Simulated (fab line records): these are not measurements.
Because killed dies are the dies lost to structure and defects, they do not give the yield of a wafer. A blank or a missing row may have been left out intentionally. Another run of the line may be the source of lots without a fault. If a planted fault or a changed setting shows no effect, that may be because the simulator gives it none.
fab line records    flow nand-harc    part 2 of 2: steps 23 to 33 of 33
record lots=5  wafers=15  last-day=24
route steps=1159 shown P_BONDPAD@355 A_START@389
lots with no fault: from the same line, run without faults
start-h: hours from the record's first day to the start of the lot's first wafer shown    wait-h: how many hours have passed since the lot's step before this one    " as in the row above    L1.1+2: several wafers, shown together as one row    - no value, or no start was given    * or withheld: withheld    < > ~ a bound
route shown NAME@n: a module of which the file shows steps, and the number in the route of the first    usual: mean/standard deviation of fault-free wafers    same: alike in all rows    chamber/n: place in a boat    sites: readings site by site    _std_site: how widely they spread, as a standard deviation    _edge_site: inner sites' mean taken away from outer sites' mean    radius-mm: for every site, how far away it sits from the centre of the wafer    mask NAME#n: copy n    behind: the last tool/chamber to shape the wafer    hold: the reason the lot was held/the length of the hold in hours/how it ended    device: the transistor (n, p or np) that didn't switch    end of line: the route-end tests of the same wafers    a step without rows: its recipe alone    killed: at the first sort, the dies lost to defects and structure; wafer yield is something else    map: per-die view of a wafer (x killed, . not killed, _ where there is no die)
set.NAME: the run value of the setting; set.NAME@STEP: its run value at that earlier step    model.NAME: the simulator's own value behind a step, which no gauge read
lots at selected steps of the route; one table per step, one row per wafer
services: when a tool's chamber went out of use (start-h, in hours from the record's first day, below 0 if earlier), for how many hours, and the reason
## steps
# step NHARC_P_BONDPAD_PVD_27
# recipe target-thk-a=300  chamber-pressure-pa=5  power-w=5000  substrate-temp-c=30  time-s=20.49  material=Cu
# usual throttle-valve-pct=29.8/1
lot.wafer  tool            chamber  start-h  wait-h  throttle-valve-pct
L074.4     pvd-sputter-03  -        -        -       30.2
L074.5     "               -        "        "       31.0
L074.6     "               -        "        "       29.9
L075.1     pvd-sputter-02  -        -        -       28.8
L075.5     "               -        "        "       28.6
L075.6     "               -        "        "       30.8
L082.4     pvd-sputter-03  -        -        -       29.2
L082.3     "               -        "        "       31.2
L082.6     "               -        "        "       30.0
L089.2     pvd-sputter-03  -        -        -       30.2
L089.4     "               -        "        "       29.1
L089.5     "               -        "        "       30.1
L096.4     pvd-sputter-01  -        -        -       28.5
L096.3     "               -        "        "       31.8
L096.5     "               -        "        "       30.2
# step NHARC_P_BONDPAD_ECD_18
# recipe target-thk-a=4000  bath-temp-c=25  material=Cu
lot.wafer   tool       chamber  start-h  wait-h
L074.4+6+5  ecd-cu-01  1,0,1    141.22   -
L075.1+5+6  ecd-cu-01  1,0,1    141.60   -
L082.4+3+6  ecd-cu-01  0,1,1    186.74   -
L089.2+4+5  ecd-cu-01  0,1,0    227.04   -
L096.3+4+5  ecd-cu-01  1,0,0    256.79   -
# step NHARC_P_BONDPAD_ANNEAL_28
# recipe temp-c=225  time-s=90
# usual wafer_temp_C_max=225.81/0.2
lot.wafer  tool           chamber  start-h  wait-h  wafer_temp_C_max
L074.4     rtp-anneal-02  0        141.86   -       225.84
L074.5     "              0        "        "       225.67
L074.6     "              0        "        "       225.55
L075.1     rtp-anneal-01  0        141.93   -       225.98
L075.5     "              0        "        "       225.64
L075.6     "              0        "        "       225.47
L082.3     rtp-anneal-02  0        187.12   -       225.93
L082.4     "              0        "        "       225.90
L082.6     "              0        "        "       226.12
L089.2     rtp-anneal-02  0        227.43   0.3     225.91
L089.4     "              0        "        "       225.99
L089.5     "              0        "        "       226.18
L096.3     rtp-anneal-01  0        257.20   0.4     225.68
L096.4     "              0        "        "       225.85
L096.5     "              0        "        "       225.89
# step NHARC_P_BONDPAD_CMP_19
# recipe t-overpolish-s=30  cu-recess-touch-s=16  target-thk-nm=160.81
# usual motor-current-A=12.0/1  overpolish-run-s=30.001/0.0091
lot.wafer  tool    chamber  start-h  wait-h  motor-current-A  overpolish-run-s
L074.4     cmp-02  3        142.21   -       13.6             30.003
L074.6     "       3        "        "       14.1             30.003
L074.5     "       0        "        "       11.8             30.009
L075.1     cmp-01  1        142.30   -       12.1             30.010
L075.5     "       1        "        "       12.7             30.000
L075.6     "       2        "        "       12.1             30.009
L082.4     cmp-04  0        187.39   -       10.9             30.004
L082.3     "       2        "        "       13.0             29.995
L082.6     "       3        "        "       12.2             29.999
L089.4     cmp-04  1        227.78   -       12.9             29.999
L089.2     "       2        "        "       14.1             30.005
L089.5     "       0        "        "       10.8             29.988
L096.3     cmp-02  2        257.44   -       12.3             30.005
L096.4     "       3        "        "       14.2             29.996
L096.5     "       2        "        "       12.2             30.001
# step NHARC_P_BONDPAD_THK_MEAS_20
# recipe thk-meas-gauge=xrf
# usual thk-nm=160.1/1.8
lot.wafer  tool           chamber  start-h  wait-h  thk-nm
L074.4     film-metro-01  -        142.54   -       161.9
L074.5     "              -        "        "       162.7
L074.6     "              -        "        "       162.3
L075.1     film-metro-02  -        142.63   -       161.1
L075.5     "              -        "        "       159.7
L075.6     "              -        "        "       157.7
L082.3     film-metro-02  -        187.68   -       160.7
L082.4     "              -        "        "       158.6
L082.6     "              -        "        "       161.6
L089.2     film-metro-02  -        228.04   -       159.6
L089.4     "              -        "        "       161.0
L089.5     "              -        "        "       160.6
L096.3     film-metro-02  -        257.77   -       160.1
L096.4     "              -        "        "       162.4
L096.5     "              -        "        "       159.7
# step NHARC_P_BONDPAD_SRD_21
# recipe time-s=30  temp-c=23  dry-time-s=20  spin-rpm=1500
# usual temp-c=23.01/0.1
lot.wafer  tool          chamber  start-h  wait-h  temp-c
L074.5     wet-bench-10  5        142.57   0.0     23.01
L074.4     "             1        "        "       22.87
L074.6     "             2        "        "       23.07
L075.5     wet-bench-08  1        142.67   0.0     23.06
L075.1     "             5        "        "       23.05
L075.6     "             6        "        "       23.07
L082.3     wet-bench-08  2        187.74   0.1     23.20
L082.6     "             5        "        "       23.00
L082.4     "             7        "        "       22.85
L089.4     wet-bench-08  4        228.09   0.0     23.05
L089.2     "             6        "        "       23.03
L089.5     "             7        "        "       23.20
L096.4     wet-bench-10  7        257.81   0.0     23.00
L096.5     "             2        "        "       23.03
L096.3     "             3        "        "       22.80
# step NHARC_P_BONDPAD_INSPECT_23
# usual raw-defect-count=310/110
lot.wafer  tool               chamber  start-h  wait-h  raw-defect-count
L074.4     defect-inspect-01  -        142.74   0.1     363
L074.5     "                  -        "        "       350
L074.6     "                  -        "        "       286
L075.1     defect-inspect-01  -        142.85   0.1     207
L075.5     "                  -        "        "       253
L075.6     "                  -        "        "       143
L082.3     defect-inspect-02  -        187.93   0.0     327
L082.4     "                  -        "        "       272
L082.6     "                  -        "        "       282
L089.2     defect-inspect-01  -        228.24   0.0     694
L089.4     "                  -        "        "       392
L089.5     "                  -        "        "       299
L096.3     defect-inspect-02  -        258.00   0.0     294
L096.4     "                  -        "        "       227
L096.5     "                  -        "        "       270
# step NHARC_P_BONDPAD_ACTIVATE_29
# recipe time-s=60  n2-flow-sccm=200  ar-flow-sccm=0  bias-power-w=0  chemistry=N2
# usual drypump-motor-current-A=5.8/0.32  oes-product-au=0.995/0.012  rf-vpp-V=64.0/0.87  showerhead-plenum-p-Torr=1.75/0.044
lot.wafer  tool         chamber  start-h  wait-h  drypump-motor-current-A  oes-product-au  rf-hours-counter-h  rf-vpp-V  showerhead-plenum-p-Torr
L074.4     rie-diel-03  1        142.82   0.1     6.0                      0.995           9                   64.8      1.71
L074.6     "            1        "        "       6.0                      1.005           -                   62.3      1.71
L074.5     "            2        "        "       5.9                      1.002           -                   64.1      1.80
L075.1     rie-diel-03  0        142.97   0.1     5.4                      0.975           9                   63.7      1.71
L075.6     "            1        "        "       6.0                      1.009           -                   64.7      1.71
L075.5     "            2        "        "       5.9                      1.005           -                   65.0      1.80
L082.4     rie-diel-01  0        187.99   0.1     6.6                      0.980           17                  63.0      1.73
L082.3     "            3        "        "       5.5                      0.993           17                  64.6      1.67
L082.6     "            0        "        "       6.6                      0.976           -                   64.4      1.73
L089.4     rie-diel-03  1        228.30   0.1     6.0                      0.995           0                   63.3      1.71
L089.2     "            2        "        "       5.9                      1.005           0                   63.9      1.80
L089.5     "            1        "        "       5.9                      1.000           -                   64.5      1.71
L096.3     rie-diel-08  0        258.06   0.1     6.1                      0.980           41                  64.2      1.67
L096.4     "            3        "        "       5.3                      0.974           50                  64.7      1.82
L096.5     "            1        "        "       5.1                      0.988           -                   64.1      1.72
# step NHARC_P_BONDPAD_PRECLEAN_30
# recipe time-s=300  temp-c=23  chemistry=DIW
# usual temp-c=22.99/0.097
lot.wafer  tool          chamber  start-h  wait-h  temp-c
L074.4     wet-bench-08  7        142.98   0.1     23.11
L074.5     "             0        "        "       23.06
L074.6     "             3        "        "       23.02
L075.1     wet-bench-08  0        143.09   0.1     22.92
L075.5     "             1        "        "       22.99
L075.6     "             2        "        "       23.02
L082.3     wet-bench-10  5        188.16   0.1     23.02
L082.4     "             6        "        "       23.11
L082.6     "             7        "        "       23.05
L089.2     wet-bench-10  0        228.46   0.1     22.99
L089.5     "             2        "        "       22.88
L089.4     "             5        "        "       23.11
L096.5     wet-bench-10  7        258.26   0.1     22.92
L096.3     "             0        "        "       22.91
L096.4     "             2        "        "       23.09
# step NHARC_P_BONDPAD_SRD_31
# recipe time-s=30  temp-c=23  dry-time-s=20  spin-rpm=1500
# usual temp-c=22.99/0.1
lot.wafer  tool          chamber  start-h  wait-h  temp-c
L074.4     wet-bench-08  7        -        -       23.02
L074.5     "             0        "        "       23.14
L074.6     "             3        "        "       23.02
L075.1     wet-bench-08  0        -        -       22.93
L075.5     "             1        "        "       22.89
L075.6     "             2        "        "       23.12
L082.3     wet-bench-10  5        -        -       23.15
L082.4     "             6        "        "       22.92
L082.6     "             7        "        "       23.11
L089.2     wet-bench-10  0        -        -       23.03
L089.5     "             2        "        "       23.02
L089.4     "             5        "        "       23.05
L096.5     wet-bench-10  7        -        -       23.01
L096.3     "             0        "        "       22.91
L096.4     "             2        "        "       22.87
# step NHARC_A_START_INSPECT_01
# usual raw-defect-count=3.6/2
lot.wafer  tool               chamber  start-h  wait-h  raw-defect-count
L074.4     defect-inspect-02  -        143.23   -       10
L074.5     "                  -        "        "       6
L074.6     "                  -        "        "       4
L075.1     defect-inspect-01  -        143.34   -       3
L075.5     "                  -        "        "       1
L075.6     "                  -        "        "       4
L082.3     defect-inspect-01  -        188.40   -       4
L082.4     "                  -        "        "       5
L082.6     "                  -        "        "       5
L089.2     defect-inspect-01  -        228.71   -       1
L089.4     "                  -        "        "       2
L089.5     "                  -        "        "       4
L096.3     defect-inspect-02  -        258.51   -       2
L096.4     "                  -        "        "       6
L096.5     "                  -        "        "       7
## services
tool            chamber  start-h  hours  kind
pvd-sputter-02  -        116.12   9.9    repair
pvd-sputter-01  -        119.64   9.8    repair
rie-diel-08     -        124.82   9.0    pm
cmp-04          -        125.14   0.7    repair
krf-scanner-04  -        126.00   4.0    pm
rie-diel-03     2        127.68   7.1    repair
cmp-02          -        128.50   4.0    pm
cmp-04          -        141.47   1.0    repair
cmp-02          -        146.67   3.4    repair
rie-diel-03     2        155.35   11.9   repair
pvd-sputter-03  -        156.51   1.5    repair
pvd-sputter-01  -        158.00   10.0   pm
rie-diel-08     2        167.35   5.3    repair
litho-track-07  -        189.00   7.0    pm
rie-diel-03     3        198.12   6.9    repair
litho-track-03  -        213.00   7.0    pm
rie-diel-03     -        215.31   9.0    pm
pvd-sputter-02  -        223.47   10.0   pm
wet-bench-08    -        230.41   8.0    pm
litho-track-05  -        237.00   7.0    pm
rie-diel-08     0        240.17   12.9   repair
pvd-sputter-02  -        245.36   13.1   repair
wet-bench-10    -        247.20   8.0    pm
wet-bench-08    -        257.57   0.9    repair
